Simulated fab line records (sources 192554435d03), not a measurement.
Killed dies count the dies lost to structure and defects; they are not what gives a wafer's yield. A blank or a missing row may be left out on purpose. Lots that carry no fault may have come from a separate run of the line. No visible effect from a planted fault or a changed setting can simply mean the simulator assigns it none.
fab line records + flow n5-finfet
record
- lots=7
- wafers=21
route steps=1938 shown BEOL_M10@1470 BEOL_M12@1604 BEOL_M13@1659
start-h: the number of hours between the record's first day and the start of the first shown wafer of the lot + wait-h: hours elapsed since this lot's preceding step + " the same as in the row above + L1.1+2: a single row standing in for several wafers + - value missing, or start not given + * or withheld: withheld + < > ~ a bound
route shown NAME@n: NAME is a module with steps in the file, n the number in the route of the first one + usual: mean/standard deviation of fault-free wafers + same: alike in all rows + chamber/n: place in a boat + sites: the reading at each site + _std_site: standard deviation across them + _edge_site: outer sites' mean less inner sites' + radius-mm: for every site, how far away it sits from the centre of the wafer + mask NAME#n: copy n + behind: the last tool/chamber to shape the wafer + hold: the reason the lot was held/the length of the hold in hours/how it ended + device: transistor that didn't switch, given as n, p or np + end of line: the same wafers' tests at the end of the route + a step with no rows: only its recipe + killed: at the first sort, the dies lost to defects and structure; wafer yield is something else + map: the dies of a wafer, with x for killed, . for not killed, _ for no die there
set.NAME: the setting the step ran with; set.NAME@STEP: the setting that earlier step ran with + model.NAME: the simulator's own value behind a step, which no gauge read
lots with deliberately changed settings; one table per step, one row per wafer
## steps
# step N5_BEOL_M10_ILD_DEP_00
# recipe
- material=SiCOH_lowk
- target-thk-a=3085.1
- temp-c=300
- precursor=DEMS/porogen
- pressure-torr=5
- rf-w=500
- time-s=58
| lot.wafer | tool     | chamber | start-h | wait-h | set.time-s | model.SiCOH_lowk_of_BEOL_M10_ILD_DEP_00.thk-nm |
|-----------|----------|---------|---------|--------|------------|------------------------------------------------|
| L075.1    | pecvd-03 | 2       | 214.55  | 0.0    | 50.88      | 268                                            |
| L075.2    | "        | 1       | "       | "      | 50.88      | 269.2                                          |
| L075.3    | "        | 0       | "       | "      | 58         | 303                                            |
| L076.3    | pecvd-04 | 2       | 224.56  | 0.0    | 54.9       | 288                                            |
| L076.4    | "        | 2       | "       | "      | 54.9       | 289                                            |
| L076.5    | "        | 1       | "       | "      | 58         | 304.4                                          |
| L087.1    | pecvd-03 | 2       | 286.81  | 0.0    | 58         | 301.6                                          |
| L087.5    | "        | 1       | "       | "      | 58         | 311.2                                          |
| L087.6    | "        | 0       | "       | "      | 58         | 307.6                                          |
| L090.2    | pecvd-04 | 2       | 310.60  | 0.0    | 58         | 305.8                                          |
| L090.5    | "        | 0       | "       | "      | 58         | 311.8                                          |
| L090.6    | "        | 1       | "       | "      | 58         | 310.4                                          |
| L092.2    | pecvd-01 | 0       | 320.70  | 0.0    | 58         | 300.4                                          |
| L092.3    | "        | 2       | "       | "      | 58         | 304.2                                          |
| L092.6    | "        | 0       | "       | "      | 58         | 306.4                                          |
| L093.1    | pecvd-04 | 2       | 321.37  | 0.1    | 58         | 302.6                                          |
| L093.2    | "        | 1       | "       | "      | 58         | 302.4                                          |
| L093.6    | "        | 0       | "       | "      | 58         | 299.4                                          |
| L094.2    | pecvd-04 | 2       | 333.02  | 0.0    | 58         | 302.2                                          |
| L094.4    | "        | 1       | "       | "      | 58         | 308.6                                          |
| L094.6    | "        | 0       | "       | "      | 58         | 307.2                                          |
# step N5_BEOL_M10_CURE_71
# recipe
- temp-c=385
- time-s=240
- ambient=He/Ar
- material=SiCOH_lowk
| lot.wafer | tool       | chamber | start-h | wait-h | set.time-s@BEOL_M10_ILD_DEP_00 | model.SiCOH_lowk_of_BEOL_M10_ILD_DEP_00.thk-nm |
|-----------|------------|---------|---------|--------|--------------------------------|------------------------------------------------|
| L075.1    | uv-cure-01 | 2       | 214.89  | 0.3    | 50.88                          | 232.2                                          |
| L075.2    | "          | 2       | "       | "      | 50.88                          | 233.4                                          |
| L075.3    | "          | 2       | "       | "      | 58                             | 263.2                                          |
| L076.3    | uv-cure-03 | 0       | 224.99  | 0.4    | 54.9                           | 249.8                                          |
| L076.4    | "          | 0       | "       | "      | 54.9                           | 250.8                                          |
| L076.5    | "          | 0       | "       | "      | 58                             | 264.4                                          |
| L087.1    | uv-cure-02 | 2       | 286.89  | 0.0    | 58                             | 261.8                                          |
| L087.5    | "          | 2       | "       | "      | 58                             | 270.4                                          |
| L087.6    | "          | 2       | "       | "      | 58                             | 267.2                                          |
| L090.2    | uv-cure-01 | 1       | 310.76  | 0.1    | 58                             | 265.6                                          |
| L090.5    | "          | 1       | "       | "      | 58                             | 271                                            |
| L090.6    | "          | 1       | "       | "      | 58                             | 269.6                                          |
| L092.2    | uv-cure-01 | 2       | 320.86  | 0.1    | 58                             | 261                                            |
| L092.3    | "          | 2       | "       | "      | 58                             | 264.2                                          |
| L092.6    | "          | 2       | "       | "      | 58                             | 266.2                                          |
| L093.1    | uv-cure-01 | 0       | 321.44  | 0.0    | 58                             | 262.8                                          |
| L093.2    | "          | 0       | "       | "      | 58                             | 262.6                                          |
| L093.6    | "          | 0       | "       | "      | 58                             | 260                                            |
| L094.2    | uv-cure-02 | 2       | 333.18  | 0.1    | 58                             | 262.4                                          |
| L094.4    | "          | 2       | "       | "      | 58                             | 268                                            |
| L094.6    | "          | 2       | "       | "      | 58                             | 266.8                                          |
# step N5_BEOL_M10_THK_MEAS_01
# recipe
- reads=SiCOH_lowk_of_BEOL_M10_ILD_DEP_00
# usual
- M10_ILD_THK=267/3.8
| lot.wafer | tool          | chamber | start-h | wait-h | set.time-s@BEOL_M10_ILD_DEP_00 | M10_ILD_THK[nm] |
|-----------|---------------|---------|---------|--------|--------------------------------|-----------------|
| L075.1    | film-metro-02 | -       | 215.40  | 0.4    | 50.88                          | 232             |
| L075.2    | "             | -       | "       | "      | 50.88                          | 233             |
| L075.3    | "             | -       | "       | "      | 58                             | 263             |
| L076.3    | film-metro-02 | -       | 225.35  | 0.3    | 54.9                           | 250             |
| L076.4    | "             | -       | "       | "      | 54.9                           | 251             |
| L076.5    | "             | -       | "       | "      | 58                             | 264             |
| L087.1    | film-metro-01 | -       | 287.40  | 0.4    | 58                             | 262             |
| L087.5    | "             | -       | "       | "      | 58                             | 271             |
| L087.6    | "             | -       | "       | "      | 58                             | 267             |
| L090.2    | film-metro-01 | -       | 311.19  | 0.4    | 58                             | 266             |
| L090.5    | "             | -       | "       | "      | 58                             | 271             |
| L090.6    | "             | -       | "       | "      | 58                             | 270             |
| L092.2    | film-metro-02 | -       | 321.29  | 0.4    | 58                             | 261             |
| L092.3    | "             | -       | "       | "      | 58                             | 264             |
| L092.6    | "             | -       | "       | "      | 58                             | 266             |
| L093.1    | film-metro-02 | -       | 321.96  | 0.4    | 58                             | 263             |
| L093.2    | "             | -       | "       | "      | 58                             | 263             |
| L093.6    | "             | -       | "       | "      | 58                             | 260             |
| L094.2    | film-metro-01 | -       | 333.61  | 0.4    | 58                             | 263             |
| L094.4    | "             | -       | "       | "      | 58                             | 268             |
| L094.6    | "             | -       | "       | "      | 58                             | 267             |
# step N5_BEOL_M10_ETCH_62
# recipe
- chemistry=N2/H2
- target=SOC
- target-depth-a=1100
- overetch-a=220
- mask-material=SiARC
- temp-c=40
- time-s=165
- ion-energy-ev=200
- pressure-mtorr=30
- source-w=840
- bias-w=150
- n2-flow-sccm=200
- h2-flow-sccm=200
| lot.wafer  | tool        | chamber | start-h | wait-h | set.time-s |
|------------|-------------|---------|---------|--------|------------|
| L075.1+2+3 | rie-diel-02 | 0,1,2   | 216.16  | 0.0    | 165        |
| L076.3+5   | rie-diel-01 | 3,1     | 226.95  | 0.0    | 165        |
| L076.4     | "           | 0       | "       | "      | 140.8      |
| L087.1+5   | rie-diel-04 | 0,1     | 291.08  | 0.0    | 200.9      |
| L087.6     | "           | 2       | "       | "      | 165        |
| L090.2+5+6 | rie-diel-01 | 3,2,1   | 312.54  | 0.0    | 165        |
| L092.2+6   | rie-diel-02 | 2       | 322.64  | 0.0    | 188.1      |
| L092.3     | "           | 1       | "       | "      | 165        |
| L093.1     | rie-diel-02 | 2       | 323.25  | 0.0    | 165        |
| L093.2+6   | "           | 1,0     | "       | "      | 177.3      |
| L094.2+4+6 | rie-diel-01 | 3,0,0   | 335.36  | 0.0    | 165        |
# step N5_BEOL_M10_STRIP_68
# recipe
- chemistry=N2/H2
- temp-c=40
- n2-flow-sccm=200
- h2-flow-sccm=200
- rf-frequency-hz=6e+07
# step N5_BEOL_M10_STRIP_67
# recipe
- chemistry=CF4
- resist=SiARC
- power-w=300
- bias-power-w=75
- pressure-mtorr=50
- cf4-flow-sccm=150
- rf-frequency-hz=6e+07
# step N5_BEOL_M10_HM_OPEN_17
# recipe
- chemistry=Cl2/BCl3
- target-depth-a=200
- overetch-a=60
- target=TiN
- mask-material=SOC
- ion-energy-ev=150
- pressure-mtorr=10
- icp-w=1000
- bias-w=126
- Cl2_flow_sccm=53.25
- bcl3-flow-sccm=21.75
- Ar_flow_sccm=25
| lot.wafer | tool         | chamber | start-h | wait-h | set.time-s@BEOL_M10_ETCH_62 | model.etch.depth-nm |
|-----------|--------------|---------|---------|--------|-----------------------------|---------------------|
| L075.1    | rie-metal-01 | 1       | 216.35  | 0.0    | 165                         | 19.77               |
| L075.2    | "            | 0       | "       | "      | 165                         | 19.9                |
| L075.3    | "            | 0       | "       | "      | 165                         | 20.11               |
| L076.3    | rie-metal-03 | 0       | 227.17  | 0.1    | 165                         | 19.93               |
| L076.4    | "            | 1       | "       | "      | 140.8                       | 19.94               |
| L076.5    | "            | 1       | "       | "      | 165                         | 20.1                |
| L087.1    | rie-metal-01 | 0       | 291.27  | 0.0    | 200.9                       | 16.08               |
| L087.5    | "            | 1       | "       | "      | 200.9                       | 16.17               |
| L087.6    | "            | 0       | "       | "      | 165                         | 19.82               |
| L090.2    | rie-metal-02 | 0       | 312.73  | 0.0    | 165                         | 20.18               |
| L090.5    | "            | 0       | "       | "      | 165                         | 20.35               |
| L090.6    | "            | 1       | "       | "      | 165                         | 20.1                |
| L092.2    | rie-metal-01 | 0       | 322.83  | 0.0    | 188.1                       | 18.14               |
| L092.3    | "            | 1       | "       | "      | 165                         | 19.81               |
| L092.6    | "            | 1       | "       | "      | 188.1                       | 18.08               |
| L093.1    | rie-metal-01 | 1       | 323.43  | 0.0    | 165                         | 20.59               |
| L093.2    | "            | 0       | "       | "      | 177.3                       | 19.03               |
| L093.6    | "            | 0       | "       | "      | 177.3                       | 19.17               |
| L094.2    | rie-metal-02 | 0       | 335.55  | 0.0    | 165                         | 19.98               |
| L094.4    | "            | 0       | "       | "      | 165                         | 19.92               |
| L094.6    | "            | 1       | "       | "      | 165                         | 19.96               |
# step N5_BEOL_M10_COAT_64
# recipe
- resist=SiARC
- temp-c=220
- time-s=60
- spin-rpm=1500
- resist-thk-nm=30
| lot.wafer  | tool           | chamber | start-h | wait-h | set.spin-rpm | model.SiARC_of_BEOL_M10_COAT_64.thk-nm |
|------------|----------------|---------|---------|--------|--------------|----------------------------------------|
| L075.1     | litho-track-01 | 0       | -       | -      | 1572         | 29.2                                   |
| L075.2+3   | "              | 0       | "       | "      | 1500         | 30                                     |
| L076.3+4+5 | litho-track-02 | 0       | -       | -      | 1500         | 29.8                                   |
| L087.1+5   | litho-track-02 | 0       | -       | -      | 1500         | 29.8                                   |
| L087.6     | "              | 0       | "       | "      | 1398         | 31                                     |
| L090.2+5+6 | litho-track-01 | 0       | -       | -      | 1500         | 30                                     |
| L092.2     | litho-track-02 | 0       | -       | -      | 1500         | 30.2                                   |
| L092.3+6   | "              | 0       | "       | "      | 1425         | 30.8                                   |
| L093.1     | litho-track-03 | 0       | -       | -      | 1500         | 30                                     |
| L093.2+6   | "              | 0       | "       | "      | 1334         | 31.8                                   |
| L094.2+6   | litho-track-01 | 0       | -       | -      | 1500         | 30.2                                   |
| L094.4     | "              | 0       | "       | "      | 1500         | 30                                     |
# step N5_BEOL_M10_COAT_22
# recipe
- resist=CAR-ArF
- spin-rpm=1500
- resist-thk-nm=90
# step N5_BEOL_M10_EBR_24
# recipe
- solvent=PGMEA
- ebr-width-mm=1.5
# step N5_BEOL_M10_DESCUM_33
# recipe
- chemistry=O2
- time-s=7.9
- source-power-w=50
- bias-power-w=20
- pressure-mtorr=20
- rf-frequency-hz=2.712e+07
- temp-c=40
- resist=CAR-ArF
- o2-flow-sccm=225
# step N5_BEOL_M10_ETCH_65
# recipe
- chemistry=CF4
- target=SiARC
- target-depth-a=390
- mask-material=CAR-ArF
- time-s=65
- ion-energy-ev=80
- pressure-mtorr=40
- source-w=545
- bias-w=36
- Ar_flow_sccm=100
- cf4-flow-sccm=100
- ends=cleared
| lot.wafer | tool        | chamber | start-h | wait-h | set.spin-rpm@BEOL_M10_COAT_64 | model.etch.depth-nm | model.CAR-ArF_of_BEOL_M10_COAT_22.thk-nm |
|-----------|-------------|---------|---------|--------|-------------------------------|---------------------|------------------------------------------|
| L075.1    | rie-diel-01 | 2       | 217.55  | 0.0    | 1572                          | 29.29               | 56.4                                     |
| L075.2    | "           | 3       | "       | "      | 1500                          | 29.99               | 55.6                                     |
| L075.3    | "           | 1       | "       | "      | 1500                          | 30.01               | 55.8                                     |
| L076.3    | rie-diel-02 | 0       | 229.20  | 0.0    | 1500                          | 29.81               | 55.4                                     |
| L076.4    | "           | 2       | "       | "      | 1500                          | 29.87               | 55.2                                     |
| L076.5    | "           | 3       | "       | "      | 1500                          | 29.82               | 55.6                                     |
| L087.1    | rie-diel-04 | 2       | 293.27  | 0.0    | 1500                          | 29.76               | 55.4                                     |
| L087.5    | "           | 2       | "       | "      | 1500                          | 29.78               | 55.4                                     |
| L087.6    | "           | 1       | "       | "      | 1398                          | 31.01               | 54.4                                     |
| L090.2    | rie-diel-02 | 3       | 315.21  | 0.0    | 1500                          | 30.03               | 56                                       |
| L090.5    | "           | 3       | "       | "      | 1500                          | 30.02               | 56                                       |
| L090.6    | "           | 2       | "       | "      | 1500                          | 30                  | 55.8                                     |
| L092.2    | rie-diel-01 | 1       | 327.02  | 0.0    | 1500                          | 30.11               | 55.2                                     |
| L092.3    | "           | 0       | "       | "      | 1425                          | 30.86               | 54.6                                     |
| L092.6    | "           | 1       | "       | "      | 1425                          | 30.75               | 54.6                                     |
| L093.1    | rie-diel-04 | 0       | 327.80  | 0.0    | 1500                          | 29.92               | 55.2                                     |
| L093.2    | "           | 1       | "       | "      | 1334                          | 31.78               | 53.8                                     |
| L093.6    | "           | 3       | "       | "      | 1334                          | 31.88               | 53.6                                     |
| L094.2    | rie-diel-01 | 2       | 337.52  | 0.0    | 1500                          | 30.16               | 56.2                                     |
| L094.4    | "           | 0       | "       | "      | 1500                          | 30.08               | 56.2                                     |
| L094.6    | "           | 0       | "       | "      | 1500                          | 30.11               | 56.2                                     |
# step N5_BEOL_M10_ETCH_66
# recipe
- chemistry=N2/H2
- target=SOC
- target-depth-a=1200
- overetch-a=240
- mask-material=SiARC
- temp-c=40
- time-s=180
- ion-energy-ev=200
- pressure-mtorr=30
- source-w=840
- bias-w=150
- n2-flow-sccm=200
- h2-flow-sccm=200
| lot.wafer | tool        | chamber | start-h | wait-h | set.spin-rpm@BEOL_M10_COAT_64 | model.SiARC_of_BEOL_M10_COAT_64.thk-nm |
|-----------|-------------|---------|---------|--------|-------------------------------|----------------------------------------|
| L075.1    | rie-diel-01 | 2       | 217.60  | 0.0    | 1572                          | 21.8                                   |
| L075.2    | "           | 3       | "       | "      | 1500                          | 22.2                                   |
| L075.3    | "           | 1       | "       | "      | 1500                          | 22.6                                   |
| L076.3+5  | rie-diel-02 | 0,3     | 229.25  | 0.0    | 1500                          | 22.6                                   |
| L076.4    | "           | 2       | "       | "      | 1500                          | 23                                     |
| L087.1+5  | rie-diel-04 | 2       | 293.32  | 0.0    | 1500                          | 22.6                                   |
| L087.6    | "           | 1       | "       | "      | 1398                          | 24                                     |
| L090.2+5  | rie-diel-02 | 3       | 315.26  | 0.0    | 1500                          | 22.4                                   |
| L090.6    | "           | 2       | "       | "      | 1500                          | 23                                     |
| L092.2    | rie-diel-01 | 1       | 327.07  | 0.0    | 1500                          | 22.8                                   |
| L092.3    | "           | 0       | "       | "      | 1425                          | 23.8                                   |
| L092.6    | "           | 1       | "       | "      | 1425                          | 23.4                                   |
| L093.1    | rie-diel-04 | 0       | 327.85  | 0.0    | 1500                          | 22.6                                   |
| L093.2    | "           | 1       | "       | "      | 1334                          | 24.8                                   |
| L093.6    | "           | 3       | "       | "      | 1334                          | 24.6                                   |
| L094.2    | rie-diel-01 | 2       | 337.57  | 0.0    | 1500                          | 22.8                                   |
| L094.4+6  | "           | 0       | "       | "      | 1500                          | 23                                     |
# step N5_BEOL_M12_COAT_58
# recipe
- resist=BARC
- temp-c=205
- time-s=60
- spin-rpm=1500
- resist-thk-nm=89
| lot.wafer | tool           | chamber | start-h | wait-h | set.spin-rpm | model.BARC_of_BEOL_M12_COAT_58.thk-nm |
|-----------|----------------|---------|---------|--------|--------------|---------------------------------------|
| L075.1    | litho-track-04 | 0       | 230.77  | 0.0    | 1500         | 89                                    |
| L075.2+3  | "              | 0       | "       | "      | 1618         | 85.6                                  |
| L076.3+4  | litho-track-03 | 0       | 242.85  | 0.0    | 1500         | 89.2                                  |
| L076.5    | "              | 0       | "       | "      | 1500         | 89.4                                  |
| L087.1    | litho-track-01 | 0       | 302.64  | 0.0    | 1500         | 89                                    |
| L087.5    | "              | 0       | "       | "      | 1442         | 90.8                                  |
| L087.6    | "              | 0       | "       | "      | 1500         | 88.8                                  |
| L090.2    | litho-track-01 | 0       | 326.80  | 0.0    | 1403         | 92.8                                  |
| L090.5    | "              | 0       | "       | "      | 1500         | 89.6                                  |
| L090.6    | "              | 0       | "       | "      | 1500         | 89.2                                  |
| L092.2    | litho-track-04 | 0       | 337.55  | 0.0    | 1346         | 93.6                                  |
| L092.3    | "              | 0       | "       | "      | 1346         | 93.8                                  |
| L092.6    | "              | 0       | "       | "      | 1500         | 88.8                                  |
| L093.1+6  | litho-track-04 | 0       | 342.54  | 0.0    | 1500         | 89.2                                  |
| L093.2    | "              | 0       | "       | "      | 1500         | 89.4                                  |
| L094.2    | litho-track-03 | 0       | 350.36  | 0.0    | 1500         | 89                                    |
| L094.4+6  | "              | 0       | "       | "      | 1500         | 88.8                                  |
# step N5_BEOL_M12_COAT_04
# recipe
- spin-rpm=1625
- resist-thk-nm=400
# step N5_BEOL_M12_EBR_06
# recipe
- solvent=PGMEA
- ebr-width-mm=1.5
# step N5_BEOL_M12_DESCUM_15
# recipe
- chemistry=O2
- time-s=7.9
- source-power-w=50
- bias-power-w=20
- pressure-mtorr=20
- rf-frequency-hz=2.712e+07
- temp-c=40
- o2-flow-sccm=225
# step N5_BEOL_M12_ETCH_59
# recipe
- chemistry=N2/H2
- target=BARC
- target-depth-a=890
- overetch-a=267
- time-s=67.9
- ion-energy-ev=200
- pressure-mtorr=30
- source-w=840
- bias-w=150
- n2-flow-sccm=200
- h2-flow-sccm=200
| lot.wafer | tool        | chamber | start-h | wait-h | set.spin-rpm@BEOL_M12_COAT_58 | model.etch.depth-nm |
|-----------|-------------|---------|---------|--------|-------------------------------|---------------------|
| L075.1    | rie-diel-01 | 1       | 231.30  | 0.0    | 1500                          | 89                  |
| L075.2    | "           | 0       | "       | "      | 1618                          | 85.59               |
| L075.3    | "           | 2       | "       | "      | 1618                          | 85.6                |
| L076.3    | rie-diel-04 | 0       | 243.29  | 0.0    | 1500                          | 89.23               |
| L076.4    | "           | 0       | "       | "      | 1500                          | 89.29               |
| L076.5    | "           | 1       | "       | "      | 1500                          | 89.48               |
| L087.1    | rie-diel-01 | 2       | 303.19  | 0.0    | 1500                          | 89.03               |
| L087.5    | "           | 3       | "       | "      | 1442                          | 90.77               |
| L087.6    | "           | 1       | "       | "      | 1500                          | 88.89               |
| L090.2    | rie-diel-01 | 2       | 327.54  | 0.0    | 1403                          | 92.77               |
| L090.5    | "           | 3       | "       | "      | 1500                          | 89.6                |
| L090.6    | "           | 2       | "       | "      | 1500                          | 89.17               |
| L092.2    | rie-diel-02 | 0       | 338.18  | 0.0    | 1346                          | 93.62               |
| L092.3    | "           | 3       | "       | "      | 1346                          | 93.73               |
| L092.6    | "           | 3       | "       | "      | 1500                          | 88.71               |
| L093.1    | rie-diel-01 | 0       | 342.96  | 0.0    | 1500                          | 89.15               |
| L093.2    | "           | 1       | "       | "      | 1500                          | 89.36               |
| L093.6    | "           | 3       | "       | "      | 1500                          | 89.19               |
| L094.2    | rie-diel-02 | 1       | 350.76  | 0.0    | 1500                          | 88.93               |
| L094.4    | "           | 3       | "       | "      | 1500                          | 88.76               |
| L094.6    | "           | 3       | "       | "      | 1500                          | 88.86               |
# step N5_BEOL_M12_VIA_ETCH_16
# recipe
- chemistry=C4F8/O2/Ar
- target=SiOC
- pressure-mtorr=30
- source-w=3000
- bias-w=700
- Ar_flow_sccm=400
- C4F8_flow_sccm=15
- O2_flow_sccm=8
- he-inner-torr=15
- he-outer-torr=30
- target-depth-a=7248
- time-s=withheld
- ion-energy-ev=250
- ends=cleared
# step N5_BEOL_M12_STRIP_63
# recipe
- chemistry=N2/H2
- power-w=1000
- temp-c=250
- h2-frac=0.65
- overash-fraction=0.3
- pressure-mtorr=1000
- n2-flow-sccm=1750
- h2-flow-sccm=3250
# step N5_BEOL_M12_STRIP_64
# recipe
- chemistry=N2/H2
- power-w=1000
- temp-c=250
- h2-frac=0.65
- overash-fraction=0.3
- pressure-mtorr=withheld
- n2-flow-sccm=1750
- h2-flow-sccm=3250
# usual
- strip-time-to-endpoint-s=31.32/0.074
| lot.wafer | tool            | chamber | start-h | wait-h | set.spin-rpm@BEOL_M12_COAT_58 | strip-time-to-endpoint-s |
|-----------|-----------------|---------|---------|--------|-------------------------------|--------------------------|
| L075.1    | plasma-asher-02 | 0       | 231.61  | 0.0    | 1500                          | 31.32                    |
| L075.2    | "               | 1       | "       | "      | 1618                          | 30.34                    |
| L075.3    | "               | 0       | "       | "      | 1618                          | 30.32                    |
| L076.3    | plasma-asher-02 | 1       | 243.62  | 0.0    | 1500                          | 31.36                    |
| L076.4    | "               | 0       | "       | "      | 1500                          | 31.40                    |
| L076.5    | "               | 0       | "       | "      | 1500                          | 31.44                    |
| L087.1    | plasma-asher-02 | 1       | 303.50  | 0.0    | 1500                          | 31.31                    |
| L087.5    | "               | 0       | "       | "      | 1442                          | 31.81                    |
| L087.6    | "               | 1       | "       | "      | 1500                          | 31.29                    |
| L090.2    | plasma-asher-02 | 0       | 327.86  | 0.0    | 1403                          | 32.38                    |
| L090.5    | "               | 1       | "       | "      | 1500                          | 31.48                    |
| L090.6    | "               | 0       | "       | "      | 1500                          | 31.37                    |
| L092.2    | plasma-asher-02 | 0       | 338.50  | 0.0    | 1346                          | 32.63                    |
| L092.3    | "               | 1       | "       | "      | 1346                          | 32.67                    |
| L092.6    | "               | 1       | "       | "      | 1500                          | 31.23                    |
| L093.1    | plasma-asher-02 | 1       | 343.27  | 0.0    | 1500                          | 31.36                    |
| L093.2    | "               | 0       | "       | "      | 1500                          | 31.42                    |
| L093.6    | "               | 1       | "       | "      | 1500                          | 31.36                    |
| L094.2    | plasma-asher-01 | 0       | 351.07  | 0.0    | 1500                          | 31.30                    |
| L094.4    | "               | 1       | "       | "      | 1500                          | 31.24                    |
| L094.6    | "               | 0       | "       | "      | 1500                          | 31.26                    |
# step N5_BEOL_M13_ILD_DEP_00
# recipe
- material=SiOC
- target-thk-a=8379.2
- temp-c=350
- precursor=DEMS/O2
- pressure-torr=5
- rf-w=500
- time-s=166.4
| lot.wafer | tool     | chamber | start-h | wait-h | set.time-s | model.SiOC_of_BEOL_M13_ILD_DEP_00.thk-nm |
|-----------|----------|---------|---------|--------|------------|------------------------------------------|
| L075.1    | pecvd-01 | 1       | 235.18  | 0.0    | 166.4      | 847.6                                    |
| L075.2    | "        | 2       | "       | "      | 166.4      | 826.4                                    |
| L075.3    | "        | 0       | "       | "      | 149.7      | 752.6                                    |
| L076.3    | pecvd-02 | 2       | 248.55  | 0.0    | 166.4      | 838.2                                    |
| L076.4    | "        | 0       | "       | "      | 143.4      | 739.4                                    |
| L076.5    | "        | 1       | "       | "      | 143.4      | 726.6                                    |
| L087.1    | pecvd-03 | 1       | 306.93  | 0.0    | 166.4      | 834.8                                    |
| L087.5    | "        | 2       | "       | "      | 142.5      | 728.8                                    |
| L087.6    | "        | 1       | "       | "      | 166.4      | 847.4                                    |
| L090.2    | pecvd-02 | 0       | 332.78  | 0.0    | 186.2      | 936.2                                    |
| L090.5    | "        | 0       | "       | "      | 186.2      | 950.4                                    |
| L090.6    | "        | 1       | "       | "      | 166.4      | 832.8                                    |
| L092.2    | pecvd-02 | 0       | 342.84  | 0.0    | 166.4      | 837.8                                    |
| L092.3    | "        | 2       | "       | "      | 166.4      | 819.4                                    |
| L092.6    | "        | 2       | "       | "      | 166.4      | 838.8                                    |
| L093.1    | pecvd-02 | 1       | 349.16  | 0.0    | 166.4      | 820.6                                    |
| L093.2    | "        | 2       | "       | "      | 166.4      | 825.6                                    |
| L093.6    | "        | 1       | "       | "      | 166.4      | 831.4                                    |
| L094.2    | pecvd-03 | 2       | 354.80  | 0.0    | 166.4      | 848.6                                    |
| L094.4    | "        | 0       | "       | "      | 166.4      | 850.8                                    |
| L094.6    | "        | 1       | "       | "      | 166.4      | 858.2                                    |
# step N5_BEOL_M13_THK_MEAS_01
# recipe
- reads=SiOC_of_BEOL_M13_ILD_DEP_00
# usual
- M13_ILD_THK=839/12
| lot.wafer | tool          | chamber | start-h | wait-h | set.time-s@BEOL_M13_ILD_DEP_00 | M13_ILD_THK[nm] |
|-----------|---------------|---------|---------|--------|--------------------------------|-----------------|
| L075.1    | film-metro-02 | -       | 235.33  | 0.1    | 166.4                          | 847             |
| L075.2    | "             | -       | "       | "      | 166.4                          | 826             |
| L075.3    | "             | -       | "       | "      | 149.7                          | 753             |
| L076.3    | film-metro-02 | -       | 248.70  | 0.1    | 166.4                          | 838             |
| L076.4    | "             | -       | "       | "      | 143.4                          | 739             |
| L076.5    | "             | -       | "       | "      | 143.4                          | 726             |
| L087.1    | film-metro-01 | -       | 307.08  | 0.1    | 166.4                          | 835             |
| L087.5    | "             | -       | "       | "      | 142.5                          | 729             |
| L087.6    | "             | -       | "       | "      | 166.4                          | 847             |
| L090.2    | film-metro-02 | -       | 332.93  | 0.1    | 186.2                          | 937             |
| L090.5    | "             | -       | "       | "      | 186.2                          | 951             |
| L090.6    | "             | -       | "       | "      | 166.4                          | 832             |
| L092.2    | film-metro-02 | -       | 342.99  | 0.1    | 166.4                          | 837             |
| L092.3    | "             | -       | "       | "      | 166.4                          | 820             |
| L092.6    | "             | -       | "       | "      | 166.4                          | 838             |
| L093.1    | film-metro-01 | -       | 349.37  | 0.2    | 166.4                          | 821             |
| L093.2    | "             | -       | "       | "      | 166.4                          | 826             |
| L093.6    | "             | -       | "       | "      | 166.4                          | 831             |
| L094.2    | film-metro-01 | -       | 354.95  | 0.1    | 166.4                          | 848             |
| L094.4    | "             | -       | "       | "      | 166.4                          | 852             |
| L094.6    | "             | -       | "       | "      | 166.4                          | 857             |
## key
split
- step=N5_BEOL_M10_ILD_DEP_00
- setting=time-s
- stated=58
- by=wafer
response
- step=N5_BEOL_M10_ILD_DEP_00
- reading=model.SiCOH_lowk_of_BEOL_M10_ILD_DEP_00.thk-nm
- change=+2.83
- per=1%
- r=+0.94
response
- step=N5_BEOL_M10_CURE_71
- reading=model.SiCOH_lowk_of_BEOL_M10_ILD_DEP_00.thk-nm
- change=+2.5
- per=1%
- r=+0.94
response
- step=N5_BEOL_M10_THK_MEAS_01
- reading=M10_ILD_THK
- change=+2.47
- per=1%
- r=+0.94
split
- step=N5_BEOL_M10_ETCH_62
- setting=time-s
- stated=165
- by=wafer
response
- step=N5_BEOL_M10_HM_OPEN_17
- reading=model.etch.depth-nm
- shape=bent
- at-lowest=19.94
- at-stated=20.04
- at-highest=16.13
split
- step=N5_BEOL_M10_COAT_64
- setting=spin-rpm
- stated=1500
- by=wafer
response
- step=N5_BEOL_M10_COAT_64
- reading=model.SiARC_of_BEOL_M10_COAT_64.thk-nm
- change=-0.161
- per=1%
- r=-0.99
response
- step=N5_BEOL_M10_ETCH_65
- reading=model.etch.depth-nm
- change=-0.168
- per=1%
- r=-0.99
response
- step=N5_BEOL_M10_ETCH_65
- reading=model.CAR-ArF_of_BEOL_M10_COAT_22.thk-nm
- change=+0.137
- per=1%
- r=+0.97
response
- step=N5_BEOL_M10_ETCH_66
- reading=model.SiARC_of_BEOL_M10_COAT_64.thk-nm
- change=-0.183
- per=1%
- r=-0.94
split
- step=N5_BEOL_M12_COAT_58
- setting=spin-rpm
- stated=1500
- by=wafer
response
- step=N5_BEOL_M12_COAT_58
- reading=model.BARC_of_BEOL_M12_COAT_58.thk-nm
- change=-0.475
- per=1%
- r=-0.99
response
- step=N5_BEOL_M12_ETCH_59
- reading=model.etch.depth-nm
- change=-0.476
- per=1%
- r=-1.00
response
- step=N5_BEOL_M12_STRIP_64
- reading=strip-time-to-endpoint-s
- change=*
- per=1%
- r=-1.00
split
- step=N5_BEOL_M13_ILD_DEP_00
- setting=time-s
- stated=166.4
- by=wafer
response
- step=N5_BEOL_M13_ILD_DEP_00
- reading=model.SiOC_of_BEOL_M13_ILD_DEP_00.thk-nm
- change=+8.17
- per=1%
- r=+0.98
response
- step=N5_BEOL_M13_THK_MEAS_01
- reading=M13_ILD_THK
- change=+8.18
- per=1%
- r=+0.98
